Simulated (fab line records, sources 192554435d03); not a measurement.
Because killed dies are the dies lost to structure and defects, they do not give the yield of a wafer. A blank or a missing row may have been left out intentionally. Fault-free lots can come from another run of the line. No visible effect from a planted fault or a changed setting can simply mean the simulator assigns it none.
fab line records	flow n5-finfet
record lots=5	wafers=15	last-day=17
route steps=1938 shown BEOL_M4@1099 BEOL_M5@1112 BEOL_M11@1573 PASSIVATION@1936
lots that met no fault: taken from a fault-free run of the same line
start-h: hours from the record's first day to the start of the lot's first wafer shown	wait-h: hours elapsed since this lot's preceding step	" the same as in the row above	L1.1+2: several wafers, shown together as one row	- either no value or no given start	* or withheld: withheld	< > ~ a bound
route shown NAME@n: names a module that has steps shown in the file, with the first one's number in the route	usual: mean/standard deviation of fault-free wafers	same: alike in all rows	chamber/n: place in a boat	sites: readings site by site	_std_site: their standard deviation	_edge_site: inner sites' mean taken away from outer sites' mean	radius-mm: for every site, how far away it sits from the centre of the wafer	mask NAME#n: copy n	behind: the most recent tool/chamber to have shaped the wafer	hold: why the lot went on hold/how many hours it stayed there/how the hold came to an end	device: the transistor (n, p or np) that didn't switch	end of line: the tests these same wafers got at the end of their route	for a step that has no rows: nothing shown but its recipe	killed: dies lost to structure and defects at the first sort, not the wafer's yield	map: dies across one wafer; x = killed, . = not, _ = none there
set.NAME: the setting that was run; set.NAME@STEP: the one run at that earlier step	model.NAME: the simulator's own value behind a step, which no gauge read
lots seen at some steps along the route; tables by step, rows by wafer
services: a tool's chamber out of use, with start hour (start-h, from the record's first day; less than 0 if before it), hours out, and reason
## steps
# step N5_BEOL_M4_ANNEAL_95
# recipe temp-c=400	time-s=240	ambient=vacuum
# step N5_BEOL_M4_SPUTTER_96
# recipe material=Cu	target-thk-a=45	temp-c=-20	chamber-pressure-pa=0.07	power-w=withheld	time-s=8.29
# step N5_BEOL_M4_ECD_50
# recipe material=Cu	target-thk-a=3000
# step N5_BEOL_M4_ANNEAL_51
# recipe temp-c=225	time-s=90	ambient=N2
# step N5_BEOL_M4_CMP_52
# recipe stop-on=SiOC	t-overpolish-s=6.8	down-force-psi=1	platen-rpm=50	clearing-platen-down-force-psi=1.5	clearing-platen-rpm=50	post-cmp-clean=cu-alkaline	target-thk-nm=40	clearing-platen-pad-velocity-m-s=0.99484	pad-velocity-m-s=0.99484
# step N5_BEOL_M4_PRE_CLEAN_60
# recipe gas=NH3/H2	time-s=15	temp-c=*	rf-power-w=300
# step N5_BEOL_M4_CO_CAP_55
# recipe material=Co	target-thk-a=20	temp-c=200	precursor=CCTBA/H2	pressure-torr=30	time-s=102.1
# step N5_BEOL_M4_PRE_CLEAN_56
# recipe gas=NH3	time-s=15	temp-c=withheld	rf-power-w=300
# step N5_BEOL_M4_DEP_57
# recipe material=SiCN	target-thk-a=80	temp-c=withheld	precursor=3MS/NH3	pressure-torr=3	rf-w=202	time-s=14
# step N5_BEOL_M4_RC_MEAS_101
# usual DIBL_N=36.0/2.2	DIBL_P=35.9/2.6	IOFF_N=0.16/0.038	IOFF_P=0.21/0.042	ION_N=675/15	ION_P=463/10	SS_N=71.5/0.62	SS_P=73.2/0.76	VT_N=250/4.1	VT_P=-251/3.6
lot.wafer	tool	chamber	start-h	wait-h	DIBL_N[mV/V]	DIBL_P[mV/V]	IOFF_N[nA/um]	IOFF_P[nA/um]	ION_N[uA/um]	ION_P[uA/um]	SS_N[mV/dec]	SS_P[mV/dec]	VT_N[mV]	VT_P[mV]
L138.1	prober-02	0	194.10	0.0	33.9	33.8	0.12	0.14	668	453	71.6	72.6	255	-257
L138.2	"	0	"	"	33.6	33.6	0.12	0.15	665	455	71.1	73.0	252	-255
L138.5	"	0	"	"	33.2	33.9	0.11	0.14	657	457	71.0	72.8	254	-258
L145.1	prober-01	0	227.47	0.0	36.2	36.4	0.15	0.18	683	456	71.6	72.8	250	-254
L145.2	"	0	"	"	38.2	38.9	0.19	0.21	684	456	72.0	73.9	249	-251
L145.6	"	0	"	"	34.1	33.8	0.13	0.15	679	457	70.7	72.2	251	-256
L147.1	prober-01	0	247.29	0.0	35.2	36.2	0.15	0.20	679	463	71.0	72.9	250	-247
L147.3	"	0	"	"	34.9	37.1	0.16	0.21	685	467	71.1	72.7	246	-248
L147.4	"	0	"	"	36.3	36.2	0.14	0.19	647	444	72.0	72.4	253	-251
L149.1	prober-02	0	247.32	0.0	34.5	33.5	0.12	0.19	656	466	71.3	72.4	254	-250
L149.3	"	0	"	"	39.1	38.6	0.22	0.28	709	482	72.3	73.6	243	-247
L149.5	"	0	"	"	35.4	33.0	0.13	0.17	663	461	70.8	72.3	254	-252
L158.3	prober-02	0	306.66	0.3	34.1	34.9	0.15	0.21	684	474	71.1	73.1	247	-249
L158.4	"	0	"	"	32.8	30.7	0.12	0.16	666	459	71.3	71.2	251	-253
L158.5	"	0	"	"	36.8	37.0	0.20	0.25	690	472	71.9	73.3	244	-245
# step N5_BEOL_M5_ILD_DEP_00
# recipe material=SiCOH_lowk	target-thk-a=1406.4	temp-c=300	precursor=DEMS/porogen	pressure-torr=5	rf-w=500	time-s=25.9
# step N5_BEOL_M5_CURE_79
# recipe temp-c=385	time-s=240	ambient=He/Ar	material=SiCOH_lowk
# step N5_BEOL_M5_PECVD_70
# recipe material=SiO2	target-thk-a=160	temp-c=400	precursor=TEOS/O2	pressure-torr=5.5	rf-w=450	teos-flow-sccm=53.8	gas=O2	flow-sccm=3000	time-s=18
# step N5_BEOL_M5_HM_DEP_02
# recipe material=TiN	target-thk-a=200	temp-c=25	chamber-pressure-pa=0.49996
# step N5_BEOL_M5_COAT_59
# recipe resist=SOC	temp-c=250	time-s=60	spin-rpm=1500	resist-thk-nm=60
# step N5_BEOL_M5_COAT_60
# recipe resist=SiARC	temp-c=220	time-s=60	spin-rpm=1500	resist-thk-nm=12
# step N5_BEOL_M5_COAT_71
# recipe resist=underlayer	temp-c=205	time-s=60	spin-rpm=1500	resist-thk-nm=5
# step N5_BEOL_M5_COAT_05
# recipe resist=CAR-EUV	spin-rpm=1500	resist-thk-nm=30
# step N5_BEOL_M5_EBR_07
# recipe solvent=PGMEA	ebr-width-mm=1.5
# step N5_BEOL_M5_SOFTBAKE_06
# recipe temp-c=110	time-s=60	resist=CAR-EUV
# step N5_BEOL_M5_EXPOSE_08
# recipe mask-id=M5	na=0.33	source-shape=annular	sigma-inner=0.4	sigma-outer=0.8	polarization=unpolarized	target-cd-nm=28	dose-mj=35.75
# step N5_BEOL_M5_PEB_09
# recipe peb-temp-c=100	peb-time-s=60	resist=CAR-EUV
# step N5_BEOL_M5_DEVELOP_10
# recipe develop-time-s=30	developer=TMAH	resist=CAR-EUV	rinse-liquid=surfactant-rinse	dry=air-spin	dev-temp-c=23
# step N5_BEOL_M5_DESCUM_16
# recipe chemistry=O2	time-s=7	source-power-w=50	bias-power-w=20	pressure-mtorr=20	rf-frequency-hz=2.712e+07	temp-c=40	resist=CAR-EUV	o2-flow-sccm=225
# step N5_BEOL_M5_ETCH_72
# recipe chemistry=N2/H2	target=underlayer	target-depth-a=65	mask-material=CAR-EUV	time-s=5.2	ion-energy-ev=200	pressure-mtorr=30	source-w=840	bias-w=150	n2-flow-sccm=200	h2-flow-sccm=200	ends=cleared
# step N5_BEOL_M5_ETCH_61
# recipe chemistry=CF4	target=SiARC	target-depth-a=156	mask-material=CAR-EUV	time-s=26	ion-energy-ev=80	pressure-mtorr=40	source-w=545	bias-w=36	Ar_flow_sccm=100	cf4-flow-sccm=100	ends=cleared
# step N5_BEOL_M5_ETCH_62
# recipe chemistry=N2/H2	target=SOC	target-depth-a=750	overetch-a=150	mask-material=SiARC	temp-c=40	time-s=112.5	ion-energy-ev=200	pressure-mtorr=30	source-w=840	bias-w=150	n2-flow-sccm=200	h2-flow-sccm=200
# step N5_BEOL_M5_STRIP_63
# recipe chemistry=N2/H2	temp-c=40	n2-flow-sccm=200	h2-flow-sccm=200	rf-frequency-hz=6e+07
# step N5_BEOL_M5_STRIP_73
# recipe chemistry=N2/H2	temp-c=40	n2-flow-sccm=200	h2-flow-sccm=200	rf-frequency-hz=6e+07
# step N5_BEOL_M5_STRIP_64
# recipe chemistry=CF4	resist=SiARC	power-w=300	bias-power-w=75	pressure-mtorr=50	cf4-flow-sccm=150	rf-frequency-hz=6e+07
# step N5_BEOL_M5_HM_OPEN_17
# recipe chemistry=Cl2/BCl3	target-depth-a=200	overetch-a=60	target=TiN	mask-material=SOC	ion-energy-ev=150	pressure-mtorr=10	icp-w=1000	bias-w=126	Cl2_flow_sccm=53.25	bcl3-flow-sccm=21.75	Ar_flow_sccm=25
# step N5_BEOL_M5_STRIP_19
# recipe chemistry=O2	power-w=400	temp-c=40	pressure-mtorr=30	rf-frequency-hz=6e+07	bias-power-w=0	overash-fraction=0.2	o2-flow-sccm=225
# step N5_BEOL_M5_COAT_65
# recipe resist=SOC	temp-c=250	time-s=60	spin-rpm=1500	resist-thk-nm=60
# step N5_BEOL_M5_COAT_66
# recipe resist=SiARC	temp-c=220	time-s=60	spin-rpm=1500	resist-thk-nm=12
# step N5_BEOL_M11_ETCH_66
# recipe chemistry=N2/H2	target=SOC	target-depth-a=1200	overetch-a=240	mask-material=SiARC	temp-c=40	time-s=180	ion-energy-ev=200	pressure-mtorr=30	source-w=840	bias-w=150	n2-flow-sccm=200	h2-flow-sccm=200
# usual bias-w=150.0/0.49	chamber-pressure-mTorr=29.999/0.029	drypump-motor-current-A=5.8/0.5	oes-product-au=0.63/0.051	rf-fwd-power-W=837.0/2.5	rf-vpp-V=523.4/2	showerhead-plenum-p-Torr=2.52/0.056	throttle-valve-pct=17.77/0.25
lot.wafer	tool	chamber	start-h	wait-h	bias-w	chamber-pressure-mTorr	drypump-motor-current-A	oes-product-au	rf-fwd-power-W	rf-hours-counter-h	rf-vpp-V	showerhead-plenum-p-Torr	throttle-valve-pct	model.CAR-ArF_of_BEOL_M11_COAT_22.thk-nm	model.SiARC_of_BEOL_M11_COAT_64.thk-nm
L138.1	rie-diel-03	2	259.58	0.0	149.9	30.005	5.8	0.56	838.6	250	526.5	2.60	17.86	0	23
L138.2	"	3	"	"	149.9	29.970	6.7	0.63	836.3	112	526.2	2.56	17.71	0	22.6
L138.5	"	0	"	"	150.0	29.974	5.3	0.66	836.7	-	522.0	2.46	17.82	0	22.2
L145.1	rie-diel-03	0	294.94	0.0	-	-	-	-	-	-	-	-	-	55.4	30
L145.2	"	2	"	"	-	-	-	-	-	-	-	-	-	55.6	30
L145.6	"	0	"	"	-	-	-	-	-	-	-	-	-	55.4	30
L147.1	rie-diel-05	3	308.24	0.0	-	-	-	-	-	-	-	-	-	55.2	30.2
L147.3	"	2	"	"	-	-	-	-	-	-	-	-	-	55	30.2
L147.4	"	0	"	"	-	-	-	-	-	-	-	-	-	55.4	30
L149.1	rie-diel-03	2	308.58	0.0	-	-	-	-	-	-	-	-	-	55.6	30
L149.3	"	1	"	"	-	-	-	-	-	-	-	-	-	56	30
L149.5	"	1	"	"	-	-	-	-	-	-	-	-	-	55.8	30
L158.3	rie-diel-02	2	361.17	0.0	150.4	29.944	6.4	0.55	835.6	217	522.9	2.50	17.94	0	23
L158.4	"	3	"	"	150.2	29.988	5.4	0.57	835.7	217	523.1	2.54	18.34	0	22.8
L158.5	"	2	"	"	149.5	30.006	6.4	0.54	834.2	-	522.9	2.50	17.95	0	23
# step N5_BEOL_M11_VIA_ETCH_34
# recipe chemistry=C4F6/O2	target=SiCOH_lowk	target-depth-a=1845	mask-material=SOC	taper-deg=4	time-s=69.2	ion-energy-ev=250	pressure-mtorr=30	source-w=345	bias-w=185	Ar_flow_sccm=300	C4F6_flow_sccm=10	O2_flow_sccm=10
# usual C4F6_flow_sccm=10.00/0.03	O2_flow_sccm=10.00/0.032	drypump-motor-current-A=5.8/0.5	oes-product-au=0.78/0.071	rf-fwd-power-W=342.2/1.1	rf-vpp-V=668/15	showerhead-plenum-p-Torr=2.82/0.057	throttle-valve-pct=20.80/0.22
lot.wafer	tool	chamber	start-h	wait-h	C4F6_flow_sccm	O2_flow_sccm	drypump-motor-current-A	oes-product-au	rf-fwd-power-W	rf-hours-counter-h	rf-vpp-V	showerhead-plenum-p-Torr	throttle-valve-pct
L138.1	rie-diel-03	2	259.70	0.0	9.98	9.99	5.7	0.68	342.9	250	660	2.91	20.94
L138.2	"	3	"	"	9.99	10.02	6.7	0.79	341.9	113	658	2.83	20.56
L138.5	"	0	"	"	9.98	10.05	5.3	0.82	344.3	-	686	2.76	20.87
L145.1	rie-diel-03	0	295.07	0.0	10.01	10.05	5.3	0.30	343.7	115	684	2.76	20.73
L145.2	"	2	"	"	10.01	10.04	5.7	0.36	340.8	3	660	2.91	20.37
L145.6	"	0	"	"	10.02	10.04	5.3	0.30	342.9	-	686	2.76	20.75
L147.1	rie-diel-05	3	308.37	0.0	10.05	9.98	6.4	0.29	343.1	125	667	2.77	21.11
L147.3	"	2	"	"	10.06	10.03	5.9	0.28	339.2	143	644	2.84	20.52
L147.4	"	0	"	"	9.98	10.00	5.9	0.36	342.5	5	680	2.80	20.40
L149.1	rie-diel-03	2	308.70	0.0	9.97	9.98	5.7	0.35	341.6	7	661	2.90	20.38
L149.3	"	1	"	"	10.04	9.99	4.8	0.32	344.2	58	685	2.89	20.57
L149.5	"	1	"	"	10.01	9.98	4.8	0.32	344.2	-	685	2.89	20.57
L158.3	rie-diel-02	2	361.29	0.0	10.02	9.96	6.4	0.67	342.9	217	669	2.81	21.11
L158.4	"	3	"	"	10.05	9.97	5.4	0.71	340.7	217	685	2.77	20.98
L158.5	"	2	"	"	9.99	9.96	6.4	0.67	341.9	-	668	2.81	21.11
# step N5_PASSIVATION_PROBE_49
# usual defect-limited-yield=91.4/1.6	killed_at_M0_to_M3=35/10	killed_at_M4_up=12/4.7	killed-at-contacts=12/5.8	killed-at-front-end=38/12	killed-at-other=4/3.2	killed-dies=102/18	killed-on-rim=13/4.2	killed-open=68/14	killed-short=32/8	sort_bin_5_function=5.1/0.96	sort_bin_6_memory=3.2/0.77	sort-n-pass=1078/20	sort-yield-pct=91.3/1.7
# same gross-dies=1180	killed-at-back-side=0	sort_bin_4_leakage[%]=0	sort_bin_8_speed[%]=0
lot.wafer	tool	chamber	start-h	wait-h	defect-limited-yield[%]	killed_at_M0_to_M3	killed_at_M4_up	killed-at-contacts	killed-at-front-end	killed-at-other	killed-dies	killed-on-rim	killed-open	killed-short	sort_bin_5_function[%]	sort_bin_6_memory[%]	sort-n-pass	sort-yield-pct[%]
L138.1	prober-02	-	298.76	0.0	91.2	35	8	27	33	1	104	18	70	32	4.6	3.7	1076	91.2
L138.2	prober-02	-	298.81	0.1	90.3	40	18	7	47	2	114	18	71	42	6.3	3.4	1066	90.3
L138.5	prober-02	-	298.96	0.2	89.7	44	23	18	36	0	121	12	92	26	6.2	3.9	1059	89.7
L145.1	prober-02	-	336.95	0.0	0	42	1085	24	25	4	1180	152	77	26	96.9	2.8	0	0
L145.2	prober-02	-	337.00	0.1	0	34	1102	10	31	3	1180	152	63	31	96.8	3.0	0	0
L145.6	prober-02	-	337.20	0.3	0	44	1080	10	42	4	1180	152	92	28	95.8	4.1	0	0
L147.1	prober-02	-	358.35	0.0	0	44	1084	16	32	4	1180	152	72	36	95.4	4.2	0	0
L147.3	prober-02	-	358.45	0.1	0	24	1104	13	35	4	1180	152	59	23	97.2	2.5	0	0
L147.4	prober-02	-	358.50	0.2	0	39	1085	10	43	3	1180	152	71	33	97.2	2.5	0	0
L149.1	prober-02	-	359.58	0.9	0	33	1115	6	25	1	1180	152	51	21	97.7	2.2	0	0
L149.3	prober-02	-	359.68	1.0	0	21	1102	7	49	1	1180	152	75	24	96.5	3.3	0	0
L149.5	prober-02	-	359.78	1.1	0	43	1073	17	42	5	1180	152	94	24	95.5	4.2	0	0
L158.3	prober-02	-	403.87	0.1	91.2	50	3	20	30	1	104	10	65	39	5.4	3.1	1076	91.2
L158.4	prober-02	-	403.92	0.2	90.8	34	9	11	53	1	108	14	71	37	5.6	3.4	1072	90.8
L158.5	prober-02	-	403.97	0.2	92.2	33	12	17	27	3	92	9	59	31	4.9	2.9	1088	92.2
# killed by level:class
L138.1 MOL_CONTACT_COAG:geometric-particle:open=21 BEOL_M1:geometric-particle:open=14 MOL_CONTACT_COAG:geometric-particle:short=6 BEOL_M3:geometric-particle:short=6 FIN_SAQP:geometric-particle:open=5 STI_FIN_REVEAL:geometric-particle:open=4 BEOL_M3:geometric-particle:open=4 STARTING-WAFER:geometric-particle:open=4
L138.2 BEOL_M1:geometric-particle:open=18 FIN_SAQP:geometric-particle:short=13 STI_FIN_REVEAL:geometric-particle:open=9 BEOL_M4:geometric-particle:open=8 FIN_SAQP:geometric-particle:open=7 GATE_CUT:geometric-particle:short=6 MOL_CONTACT_COAG:geometric-particle:open=5 BEOL_M0_SAQP:geometric-particle:short=5
L138.5 BEOL_M1:geometric-particle:open=21 FIN_SAQP:geometric-particle:open=15 MOL_CONTACT_COAG:geometric-particle:open=14 BEOL_M4:geometric-particle:open=14 BEOL_M2:geometric-particle:open=6 BEOL_M0_SAQP:geometric-particle:open=5 FIN_SAQP:geometric-particle:short=4 STI_FIN_REVEAL:geometric-particle:open=4
L145.1 BEOL_M11:area-etch=1077 MOL_CONTACT_COAG:geometric-particle:open=20 BEOL_M1:geometric-particle:open=13 BEOL_M0_SAQP:geometric-particle:short=10 BEOL_M0_SAQP:geometric-particle:open=10 FIN_SAQP:geometric-particle:open=7 ILD0:geometric-particle:open=5 MOL_CONTACT_COAG:geometric-particle:short=4
L145.2 BEOL_M11:area-etch=1086 MOL_CONTACT_COAG:geometric-particle:open=10 BEOL_M0_SAQP:geometric-particle:short=9 BEOL_M1:geometric-particle:open=9 BEOL_M4:geometric-particle:open=8 DUMMY_GATE:geometric-particle:open=7 BEOL_M0_SAQP:geometric-particle:open=7 STI_FIN_REVEAL:geometric-particle:open=5
L145.6 BEOL_M11:area-etch=1060 BEOL_M4:geometric-particle:open=14 DUMMY_GATE:geometric-particle:open=11 BEOL_M1:geometric-particle:open=11 MOL_CONTACT_COAG:geometric-particle:open=10 BEOL_M0_SAQP:geometric-particle:short=8 BEOL_M0_SAQP:geometric-particle:open=8 BEOL_M3:geometric-particle:open=7
L147.1 BEOL_M11:area-etch=1071 MOL_CONTACT_COAG:geometric-particle:open=15 FIN_SAQP:geometric-particle:open=12 BEOL_M0_SAQP:geometric-particle:short=11 BEOL_M2:geometric-particle:open=10 BEOL_M0_SAQP:geometric-particle:open=7 BEOL_M2:geometric-particle:short=5 BEOL_M3:geometric-particle:open=4
L147.3 BEOL_M11:area-etch=1098 FIN_SAQP:geometric-particle:open=13 MOL_CONTACT_COAG:geometric-particle:open=11 FIN_SAQP:geometric-particle:short=6 BEOL_M1:geometric-particle:open=6 BEOL_M2:geometric-particle:open=6 DUMMY_GATE:geometric-particle:open=3 BEOL_M0_SAQP:geometric-particle:open=3
L147.4 BEOL_M11:area-etch=1076 FIN_SAQP:geometric-particle:open=13 BEOL_M2:geometric-particle:open=12 MOL_CONTACT_COAG:geometric-particle:open=10 BEOL_M0_SAQP:geometric-particle:open=10 BEOL_M0_SAQP:geometric-particle:short=9 FIN_SAQP:geometric-particle:short=6 STARTING-WAFER:geometric-particle:open=5
L149.1 BEOL_M11:area-etch=1108 FIN_SAQP:geometric-particle:open=14 BEOL_M2:geometric-particle:open=9 BEOL_M1:geometric-particle:open=6 MOL_CONTACT_COAG:geometric-particle:open=6 FIN_SAQP:geometric-particle:short=5 BEOL_M3:geometric-particle:open=5 BEOL_M0_SAQP:geometric-particle:short=4
L149.3 BEOL_M11:area-etch=1081 FIN_SAQP:geometric-particle:open=13 STI_FIN_REVEAL:geometric-particle:open=13 BEOL_M4:geometric-particle:open=11 BEOL_M0_SAQP:geometric-particle:open=7 STARTING-WAFER:geometric-particle:open=6 FIN_SAQP:geometric-particle:short=5 MOL_CONTACT_COAG:geometric-particle:open=4
L149.5 BEOL_M11:area-etch=1062 MOL_CONTACT_COAG:geometric-particle:open=15 FIN_SAQP:geometric-particle:open=14 BEOL_M1:geometric-particle:open=14 BEOL_M2:geometric-particle:open=14 DUMMY_GATE:geometric-particle:open=8 STI_FIN_REVEAL:geometric-particle:open=5 BEOL_M4:geometric-particle:open=5
L158.3 BEOL_M0_SAQP:geometric-particle:short=19 MOL_CONTACT_COAG:geometric-particle:open=15 BEOL_M0_SAQP:geometric-particle:open=14 BEOL_M1:geometric-particle:open=11 FIN_SAQP:geometric-particle:short=7 STI_FIN_REVEAL:geometric-particle:open=7 MOL_CONTACT_COAG:geometric-particle:short=5 FIN_SAQP:geometric-particle:open=3
L158.4 FIN_SAQP:geometric-particle:open=15 BEOL_M0_SAQP:geometric-particle:open=10 FIN_SAQP:geometric-particle:short=8 MOL_CONTACT_COAG:geometric-particle:open=8 BEOL_M0_SAQP:geometric-particle:short=8 STI_FIN_REVEAL:geometric-particle:open=6 BEOL_M3:geometric-particle:open=6 STARTING-WAFER:geometric-particle:short=6
L158.5 MOL_CONTACT_COAG:geometric-particle:open=14 BEOL_M0_SAQP:geometric-particle:open=13 BEOL_M0_SAQP:geometric-particle:short=9 FIN_SAQP:geometric-particle:open=8 FIN_SAQP:geometric-particle:short=7 DUMMY_GATE:geometric-particle:open=4 BEOL_M3:geometric-particle:open=4 MOL_CONTACT_COAG:geometric-particle:short=3
# map L145.1 (x killed, . not)
_________________xxxxxxxxxxxx________________
______________xxxxxxxxxxxxxxxxxx_____________
___________xxxxxxxxxxxxxxxxxxxxxxxx__________
__________xxxxxxxxxxxxxxxxxxxxxxxxxx_________
________xxxxxxxxxxxxxxxxxxxxxxxxxxxxxx_______
_______xxxxxxxxxxxxxxxxxxxxxxxxxxxxxxxx______
______xxxxxxxxxxxxxxxxxxxxxxxxxxxxxxxxxx_____
_____xxxxxxxxxxxxxxxxxxxxxxxxxxxxxxxxxxxx____
____xxxxxxxxxxxxxxxxxxxxxxxxxxxxxxxxxxxxxx___
___xxxxxxxxxxxxxxxxxxxxxxxxxxxxxxxxxxxxxxxx__
___xxxxxxxxxxxxxxxxxxxxxxxxxxxxxxxxxxxxxxxx__
__xxxxxxxxxxxxxxxxxxxxxxxxxxxxxxxxxxxxxxxxxx_
__xxxxxxxxxxxxxxxxxxxxxxxxxxxxxxxxxxxxxxxxxx_
_xxxxxxxxxxxxxxxxxxxxxxxxxxxxxxxxxxxxxxxxxxxx
_xxxxxxxxxxxxxxxxxxxxxxxxxxxxxxxxxxxxxxxxxxxx
_xxxxxxxxxxxxxxxxxxxxxxxxxxxxxxxxxxxxxxxxxxxx
_xxxxxxxxxxxxxxxxxxxxxxxxxxxxxxxxxxxxxxxxxxxx
_xxxxxxxxxxxxxxxxxxxxxxxxxxxxxxxxxxxxxxxxxxxx
_xxxxxxxxxxxxxxxxxxxxxxxxxxxxxxxxxxxxxxxxxxxx
_xxxxxxxxxxxxxxxxxxxxxxxxxxxxxxxxxxxxxxxxxxxx
_xxxxxxxxxxxxxxxxxxxxxxxxxxxxxxxxxxxxxxxxxxxx
__xxxxxxxxxxxxxxxxxxxxxxxxxxxxxxxxxxxxxxxxxx_
__xxxxxxxxxxxxxxxxxxxxxxxxxxxxxxxxxxxxxxxxxx_
___xxxxxxxxxxxxxxxxxxxxxxxxxxxxxxxxxxxxxxxx__
___xxxxxxxxxxxxxxxxxxxxxxxxxxxxxxxxxxxxxxxx__
____xxxxxxxxxxxxxxxxxxxxxxxxxxxxxxxxxxxxxx___
_____xxxxxxxxxxxxxxxxxxxxxxxxxxxxxxxxxxxx____
______xxxxxxxxxxxxxxxxxxxxxxxxxxxxxxxxxx_____
_______xxxxxxxxxxxxxxxxxxxxxxxxxxxxxxxx______
________xxxxxxxxxxxxxxxxxxxxxxxxxxxxxx_______
__________xxxxxxxxxxxxxxxxxxxxxxxxxx_________
___________xxxxxxxxxxxxxxxxxxxxxxxx__________
______________xxxxxxxxxxxxxxxxxx_____________
_________________xxxxxxxxxxxx________________
# map L147.1 (x killed, . not)
_________________xxxxxxxxxxxx________________
______________xxxxxxxxxxxxxxxxxx_____________
___________xxxxxxxxxxxxxxxxxxxxxxxx__________
__________xxxxxxxxxxxxxxxxxxxxxxxxxx_________
________xxxxxxxxxxxxxxxxxxxxxxxxxxxxxx_______
_______xxxxxxxxxxxxxxxxxxxxxxxxxxxxxxxx______
______xxxxxxxxxxxxxxxxxxxxxxxxxxxxxxxxxx_____
_____xxxxxxxxxxxxxxxxxxxxxxxxxxxxxxxxxxxx____
____xxxxxxxxxxxxxxxxxxxxxxxxxxxxxxxxxxxxxx___
___xxxxxxxxxxxxxxxxxxxxxxxxxxxxxxxxxxxxxxxx__
___xxxxxxxxxxxxxxxxxxxxxxxxxxxxxxxxxxxxxxxx__
__xxxxxxxxxxxxxxxxxxxxxxxxxxxxxxxxxxxxxxxxxx_
__xxxxxxxxxxxxxxxxxxxxxxxxxxxxxxxxxxxxxxxxxx_
_xxxxxxxxxxxxxxxxxxxxxxxxxxxxxxxxxxxxxxxxxxxx
_xxxxxxxxxxxxxxxxxxxxxxxxxxxxxxxxxxxxxxxxxxxx
_xxxxxxxxxxxxxxxxxxxxxxxxxxxxxxxxxxxxxxxxxxxx
_xxxxxxxxxxxxxxxxxxxxxxxxxxxxxxxxxxxxxxxxxxxx
_xxxxxxxxxxxxxxxxxxxxxxxxxxxxxxxxxxxxxxxxxxxx
_xxxxxxxxxxxxxxxxxxxxxxxxxxxxxxxxxxxxxxxxxxxx
_xxxxxxxxxxxxxxxxxxxxxxxxxxxxxxxxxxxxxxxxxxxx
_xxxxxxxxxxxxxxxxxxxxxxxxxxxxxxxxxxxxxxxxxxxx
__xxxxxxxxxxxxxxxxxxxxxxxxxxxxxxxxxxxxxxxxxx_
__xxxxxxxxxxxxxxxxxxxxxxxxxxxxxxxxxxxxxxxxxx_
___xxxxxxxxxxxxxxxxxxxxxxxxxxxxxxxxxxxxxxxx__
___xxxxxxxxxxxxxxxxxxxxxxxxxxxxxxxxxxxxxxxx__
____xxxxxxxxxxxxxxxxxxxxxxxxxxxxxxxxxxxxxx___
_____xxxxxxxxxxxxxxxxxxxxxxxxxxxxxxxxxxxx____
______xxxxxxxxxxxxxxxxxxxxxxxxxxxxxxxxxx_____
_______xxxxxxxxxxxxxxxxxxxxxxxxxxxxxxxx______
________xxxxxxxxxxxxxxxxxxxxxxxxxxxxxx_______
__________xxxxxxxxxxxxxxxxxxxxxxxxxx_________
___________xxxxxxxxxxxxxxxxxxxxxxxx__________
______________xxxxxxxxxxxxxxxxxx_____________
_________________xxxxxxxxxxxx________________
## services
tool	chamber	start-h	hours	kind
rie-diel-02	-	249.58	2.8	pm
rie-diel-03	2	261.75	-	clean
rie-diel-03	2	261.75	-	consumable-replace:focus-ring
rie-diel-03	2	261.75	24.2	scheduled-down
rie-diel-03	2	261.75	24.2	vent-cycle
rie-diel-05	0	269.66	-	clean
rie-diel-05	0	269.66	-	consumable-replace:focus-ring
rie-diel-05	0	269.66	24.8	scheduled-down
rie-diel-05	0	269.66	24.8	vent-cycle
rie-diel-05	2	348.81	20.3	repair
## key
first-sign step=N5_BEOL_M11_ETCH_66	reading=tool-record	direction=missing
effect step=N5_BEOL_M11_VIA_ETCH_34	reading=oes-product-au	direction=down	sigmas=6.5	usual=0.78	struck=0.32
effect step=N5_PASSIVATION_PROBE_49	reading=killed_at_M4_up	direction=up	sigmas=99+	usual=12	struck=1092
model-effect step=N5_BEOL_M11_ETCH_66	value=CAR-ArF_of_BEOL_M11_COAT_22.thk-nm	without=0	struck=55.49
more-kills-born-at N5_BEOL_M11_ETCH_66@rie-diel-03=6474	N5_BEOL_M11_ETCH_66@rie-diel-05=3245
met-at N5_BEOL_M11_ETCH_66
struck-wafers L145.1,L145.2,L145.6,L147.1,L147.3,L147.4,L149.1,L149.3,L149.5
later-rows-left-out L145.1,L145.2,L145.6,L147.1,L147.3,L147.4,L149.1,L149.3,L149.5
onset-between 259.58 294.94
fault kind=skipped-step-whole	tool=rie-diel-03,rie-diel-05	chamber=-	onset-h=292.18	steps=N5_BEOL_M11_ETCH_66	scope=struck-lots-only
# later-rows-left-out: the simulator's readings of these wafers behind a module that went badly wrong aren't trusted and aren't shown, but for the sort
